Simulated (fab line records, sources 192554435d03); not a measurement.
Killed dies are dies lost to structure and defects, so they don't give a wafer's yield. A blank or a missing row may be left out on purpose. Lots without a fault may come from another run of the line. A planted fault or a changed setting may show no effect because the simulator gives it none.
fab line records | flow n5_finfet | part 2 of 2: steps 24 to 29 of 29
record lots=5 wafers=15 last_day=15
route steps=1938 shown BEOL_M5@1127
lots that met no fault: from a run of the same line without faults
start_h: hours from the record's first day to the start of the lot's first wafer shown | wait_h: hours since the lot's step before | " the same as in the row above | L1.1+2: a row that stands for several wafers | - no value, or no start given | * or withheld: withheld | < > ~ a bound
route shown NAME@n: a module of which the file shows steps, and the number in the route of the first | usual: mean/standard deviation of fault-free wafers | same: alike in all rows | chamber/n: place in a boat | sites: the reading at each site | _std_site: their standard deviation | _edge_site: outer sites' mean less inner sites' | radius_mm: how far each site lies from the wafer's centre | mask NAME#n: copy n | behind: the tool/chamber that last shaped the wafer | hold: why the lot was held/for how many hours/how that ended | device: the transistor (n, p or np) that didn't switch | end of line: the same wafers' tests at the end of the route | a step without rows: its recipe alone | killed: dies lost to structure and defects at the first sort, not the wafer's yield | map: a wafer's dies, x killed, . not, _ none there
set.NAME: the setting as run; set.NAME@STEP: as run at that earlier step | model.NAME: the simulator's own value behind a step, which no gauge read
lots at some steps of the route; a table a step, a row a wafer
services: from which hour (start_h, from the record's first day; less than 0 if before it) a tool's chamber was out of use, for how many hours, and why
## steps
# step N5_BEOL_M5_INSPECT_30
# recipe mode=adi inspect_instrument=brightfield
# usual raw_defect_count=459/94
# columns lot.wafer tool chamber start_h wait_h raw_defect_count
L076.2 defect_inspect-02 - 185.47 0.0 522
L076.3 " - " " 620
L076.5 " - " " 429
L077.2 defect_inspect-02 - 200.01 0.0 526
L077.3 " - " " 546
L077.6 " - " " 437
L080.1 defect_inspect-01 - 211.44 0.1 274
L080.3 " - " " 434
L080.6 " - " " 456
L082.2 defect_inspect-02 - 224.08 0.1 428
L082.3 " - " " 478
L082.6 " - " " 558
L085.1 defect_inspect-01 - 250.16 0.1 268
L085.2 " - " " 377
L085.6 " - " " 480
# step N5_BEOL_M5_DESCUM_33
# recipe chemistry=O2 time_s=7 source_power_w=50 bias_power_w=20 pressure_mtorr=20 rf_frequency_hz=2.712e+07 temp_c=40 resist=CAR-EUV o2_flow_sccm=225
# usual drypump_motor_current_A=5.9/0.37 oes_product_au=0.78/0.075 rf_vpp_V=242.6/1.6 showerhead_plenum_p_Torr=2.06/0.078 throttle_valve_pct=20.4/0.38
# columns lot.wafer tool chamber start_h wait_h drypump_motor_current_A oes_product_au rf_hours_counter_h rf_vpp_V showerhead_plenum_p_Torr throttle_valve_pct
L076.2 rie_diel-05 1 185.67 0.2 5.5 0.72 207 240.5 2.03 21.3
L076.3 " 2 " " 6.0 0.76 137 240.9 1.92 20.0
L076.5 " 3 " " 5.9 0.77 - 243.5 2.15 20.6
L077.2 rie_diel-02 0 200.04 0.0 5.2 0.74 160 244.6 2.09 20.5
L077.3 " 3 " " 6.2 0.83 80 241.0 2.01 20.1
L077.6 " 3 " " 6.2 0.83 - 241.9 2.01 20.1
L080.1 rie_diel-06 0 211.79 0.3 6.3 0.87 56 243.3 2.14 20.5
L080.3 " 3 " " 6.5 0.90 19 243.0 2.07 20.0
L080.6 " 3 " " 6.5 0.91 - 242.6 2.07 20.0
L082.2 rie_diel-06 1 224.54 0.5 5.8 0.72 227 240.4 1.98 20.8
L082.3 " 3 " " 6.5 0.90 22 242.9 2.07 20.0
L082.6 " 3 " " 6.4 0.89 - 243.9 2.06 20.0
L085.1 rie_diel-06 2 250.36 0.2 5.6 0.75 170 246.0 2.16 20.1
L085.2 " 1 " " 5.8 0.70 236 241.7 1.98 20.8
L085.6 " 1 " " 5.7 0.71 - 241.5 1.98 20.8
# step N5_BEOL_M5_ETCH_75
# recipe chemistry=N2/H2 target=underlayer target_depth_a=65 mask_material=CAR-EUV time_s=5.2 ion_energy_ev=200 pressure_mtorr=30 source_w=840 bias_w=150 n2_flow_sccm=200 h2_flow_sccm=200 ends=cleared
# usual drypump_motor_current_A=5.9/0.37 etch_rf_on_time_s=5.16/0.23 oes_product_au=0.67/0.07 rf_vpp_V=522.7/2.9 showerhead_plenum_p_Torr=2.50/0.11 throttle_valve_pct=17.8/0.32
# columns lot.wafer tool chamber start_h wait_h drypump_motor_current_A etch_rf_on_time_s oes_product_au rf_hours_counter_h rf_vpp_V showerhead_plenum_p_Torr throttle_valve_pct
L076.2 rie_diel-05 1 185.70 0.0 5.5 4.96 0.61 207 523.5 2.41 18.4
L076.3 " 2 " " 6.0 5.23 0.64 137 519.2 2.35 17.6
L076.5 " 3 " " 5.9 5.52 0.64 - 528.8 2.65 18.2
L077.2 rie_diel-02 0 200.08 0.0 5.3 5.24 0.64 160 523.9 2.52 17.7
L077.3 " 3 " " 6.2 4.97 0.72 80 519.7 2.45 17.6
L077.6 " 3 " " 6.2 4.98 0.72 - 523.9 2.45 17.6
L080.1 rie_diel-06 0 211.82 0.0 6.3 5.47 0.72 56 525.6 2.58 17.8
L080.3 " 3 " " 6.5 4.95 0.81 19 523.7 2.50 17.4
L080.6 " 3 " " 6.5 4.94 0.80 - 521.5 2.50 17.4
L082.2 rie_diel-06 1 224.58 0.0 5.7 5.25 0.60 227 520.6 2.40 18.1
L082.3 " 3 " " 6.5 4.98 0.80 22 522.5 2.50 17.4
L082.6 " 3 " " 6.5 5.05 0.81 - 523.6 2.50 17.4
L085.1 rie_diel-06 2 250.40 0.0 5.6 5.31 0.62 170 525.9 2.66 17.9
L085.2 " 1 " " 5.8 5.25 0.59 236 521.0 2.40 18.2
L085.6 " 1 " " 5.7 5.25 0.59 - 520.8 2.40 18.2
# step N5_BEOL_M5_ETCH_67
# recipe chemistry=CF4 target=SiARC target_depth_a=156 mask_material=CAR-EUV time_s=26 ion_energy_ev=80 pressure_mtorr=40 source_w=545 bias_w=36 Ar_flow_sccm=100 cf4_flow_sccm=100 ends=cleared
# usual cf4_flow_sccm=100.03/0.3 drypump_motor_current_A=5.9/0.37 etch_rf_on_time_s=25.8/1.1 oes_product_au=0.67/0.07 rf_vpp_V=183.5/1.3 showerhead_plenum_p_Torr=2.11/0.086 throttle_valve_pct=15.6/0.33
# columns lot.wafer tool chamber start_h wait_h cf4_flow_sccm drypump_motor_current_A etch_rf_on_time_s oes_product_au rf_hours_counter_h rf_vpp_V showerhead_plenum_p_Torr throttle_valve_pct
L076.2 rie_diel-05 1 185.72 0.0 99.66 5.5 24.3 0.62 207 182.3 2.04 16.1
L076.3 " 2 " " 100.16 6.0 26.2 0.65 137 182.1 1.97 15.3
L076.5 " 3 " " 99.80 5.9 28.0 0.63 - 184.6 2.24 16.0
L077.2 rie_diel-02 0 200.09 0.0 99.35 5.3 25.6 0.64 160 182.2 2.14 15.7
L077.3 " 3 " " 99.86 6.2 25.6 0.71 80 182.2 2.09 15.4
L077.6 " 3 " " 100.04 6.2 25.1 0.71 - 183.5 2.09 15.4
L080.1 rie_diel-06 0 211.84 0.0 99.71 6.3 26.6 0.73 56 184.9 2.15 15.5
L080.3 " 3 " " 100.12 6.4 24.9 0.81 19 183.2 2.10 15.0
L080.6 " 3 " " 99.87 6.5 25.0 0.81 - 183.9 2.10 15.0
L082.2 rie_diel-06 1 224.59 0.0 99.88 5.8 25.9 0.60 227 183.0 2.04 15.9
L082.3 " 3 " " 99.71 6.4 25.0 0.81 22 183.0 2.09 15.0
L082.6 " 3 " " 99.83 6.4 24.7 0.80 - 182.9 2.09 15.0
L085.1 rie_diel-06 2 250.41 0.0 99.65 5.6 26.5 0.62 170 185.4 2.24 15.6
L085.2 " 1 " " 100.43 5.8 26.4 0.60 236 182.7 2.03 16.0
L085.6 " 1 " " 100.33 5.8 26.1 0.60 - 185.2 2.04 16.0
# step N5_BEOL_M5_ETCH_68
# recipe chemistry=N2/H2 target=SOC target_depth_a=800 overetch_a=160 mask_material=SiARC temp_c=40 time_s=120 ion_energy_ev=200 pressure_mtorr=30 source_w=840 bias_w=150 n2_flow_sccm=200 h2_flow_sccm=200
# usual drypump_motor_current_A=6.0/0.37 oes_product_au=0.60/0.06 rf_vpp_V=522.6/2.9 showerhead_plenum_p_Torr=2.50/0.11 throttle_valve_pct=17.8/0.32
# columns lot.wafer tool chamber start_h wait_h drypump_motor_current_A oes_product_au rf_hours_counter_h rf_vpp_V showerhead_plenum_p_Torr throttle_valve_pct
L076.2 rie_diel-05 1 185.75 0.0 5.5 0.53 207 519.0 2.41 18.3
L076.3 " 2 " " 6.0 0.58 137 519.1 2.35 17.6
L076.5 " 3 " " 6.0 0.59 - 527.0 2.65 18.1
L077.2 rie_diel-02 0 200.12 0.0 5.3 0.57 160 524.6 2.52 17.7
L077.3 " 3 " " 6.2 0.64 80 521.0 2.45 17.5
L077.6 " 3 " " 6.2 0.63 - 522.0 2.45 17.5
L080.1 rie_diel-06 0 211.87 0.0 6.3 0.66 56 524.6 2.58 17.8
L080.3 " 3 " " 6.5 0.70 19 520.8 2.50 17.3
L080.6 " 3 " " 6.5 0.70 - 521.8 2.50 17.3
L082.2 rie_diel-06 1 224.62 0.0 5.7 0.54 227 521.7 2.40 18.1
L082.3 " 3 " " 6.5 0.70 22 522.5 2.50 17.3
L082.6 " 3 " " 6.5 0.70 - 520.4 2.50 17.3
L085.1 rie_diel-06 2 250.44 0.0 5.6 0.56 170 526.3 2.66 17.9
L085.2 " 1 " " 5.8 0.54 236 520.3 2.40 18.1
L085.6 " 1 " " 5.8 0.54 - 519.9 2.40 18.1
# step N5_BEOL_M5_STRIP_69
# recipe chemistry=N2/H2 temp_c=40 n2_flow_sccm=200 h2_flow_sccm=200 rf_frequency_hz=6e+07
# columns lot.wafer tool chamber start_h wait_h
L076.2+3+5 rie_diel-05 1,2,3 185.83 0.0
L077.2+3+6 rie_diel-02 0,3,3 200.20 0.0
L080.1+3+6 rie_diel-06 0,3,3 211.95 0.0
L082.2+3+6 rie_diel-06 1,3,3 224.70 0.0
L085.1+2+6 rie_diel-06 2,1,1 250.52 0.0
## services
# columns tool chamber start_h hours kind
euv_scanner-02 - 176.19 1.0 pm
euv_scanner-02 - 177.20 5.8 pm
rie_metal-03 1 187.47 - clean
rie_metal-03 1 187.47 24.5 scheduled_down
rie_metal-03 1 187.47 24.5 vent_cycle
rie_diel-02 3 192.97 4.2 repair
euv_scanner-01 - 196.73 1.0 pm
rie_metal-03 0 211.96 - clean
rie_metal-03 0 211.96 26.1 scheduled_down
rie_metal-03 0 211.96 26.1 vent_cycle
rie_metal-02 - 212.04 0.4 repair
euv_scanner-02 0 216.51 - calibration
euv_scanner-01 0 222.28 - calibration
euv_scanner-02 - 228.99 4.6 pm
rie_diel-02 2 230.43 75.0 repair
euv_scanner-01 - 233.52 0.6 repair
euv_scanner-02 - 234.16 1.0 pm
